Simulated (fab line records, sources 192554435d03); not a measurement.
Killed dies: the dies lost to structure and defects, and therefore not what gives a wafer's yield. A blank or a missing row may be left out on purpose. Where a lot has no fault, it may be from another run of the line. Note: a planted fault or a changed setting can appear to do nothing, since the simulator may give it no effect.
Matching of chambers ; flow n5_finfet ; N5_BEOL_M13_VIA_ETCH_16 on rie_diel-06 has 4 sister chambers
The step etches SiOC in C4F8/O2/Ar, target depth 921.7 nm. 14 wafers are shown with their chamber, then 7 later ones without.

== WAFERS, EACH WITH ITS CHAMBER ==
wafer;chamber;showerhead_plenum_p_Torr (Torr);drypump_motor_current_A (A);throttle_valve_pct (%)
L121.3;2;3.37;5.6;24.53
L121.5;0;3.27;6.6;23.89
L121.6;3;3.18;5.9;23.95
L125.3;3;3.18;5.9;23.98
L125.4;0;3.26;6.6;23.92
L125.6;3;3.18;5.9;23.99
L136.1;3;3.17;5.9;24.01
L136.3;0;3.25;6.5;23.95
L136.4;2;3.36;5.7;24.58
L140.1;1;3.60;6.5;24.28
L140.4;0;3.25;6.5;23.96
L140.6;0;3.25;6.6;23.94
L137.2;2;3.36;5.6;24.57
L137.3;1;3.60;6.5;24.28

SIGNATURES (averages over the wafers above)
reading;chamber 0;chamber 1;chamber 2;chamber 3;scatter within a chamber
showerhead_plenum_p_Torr;3.2560;3.6000;3.3633;3.1775;0.00679
drypump_motor_current_A;6.560;6.500;5.633;5.900;0.0432
throttle_valve_pct;23.9320;24.2800;24.5600;23.9825;0.0252
Rule: distance of a wafer from a chamber = root of the sum over the readings of ((wafer's reading minus chamber's mean) / reading's scatter) squared. The wafer belongs to the nearest chamber; if the next one is less than 2 further off, it can't be placed. The scatter is the square root of a quotient: the sum, over the shown wafers, of each reading's squared deviation from its chamber's mean, divided by wafers minus chambers.

== WAFERS WITH NO CHAMBER GIVEN ==
wafer;showerhead_plenum_p_Torr (Torr);drypump_motor_current_A (A);throttle_valve_pct (%)
L137.5;3.25;6.6;23.93
L139.2;3.25;6.6;23.94
L139.4;3.60;6.5;24.31
L139.6;3.16;5.9;24.00
L141.1;3.25;6.5;23.97
L141.2;3.59;6.5;24.30
L141.3;3.35;5.6;24.58

== CHAMBER TAKEN BY EACH ==
wafer;from the rows above;in truth
L137.5;0;0
L139.2;0;0
L139.4;1;1
L139.6;3;3
L141.1;0;0
L141.2;1;1
L141.3;2;2
Placed correctly: 7 of 7. Number that these rows cannot place: 0. 0 placed wrongly.
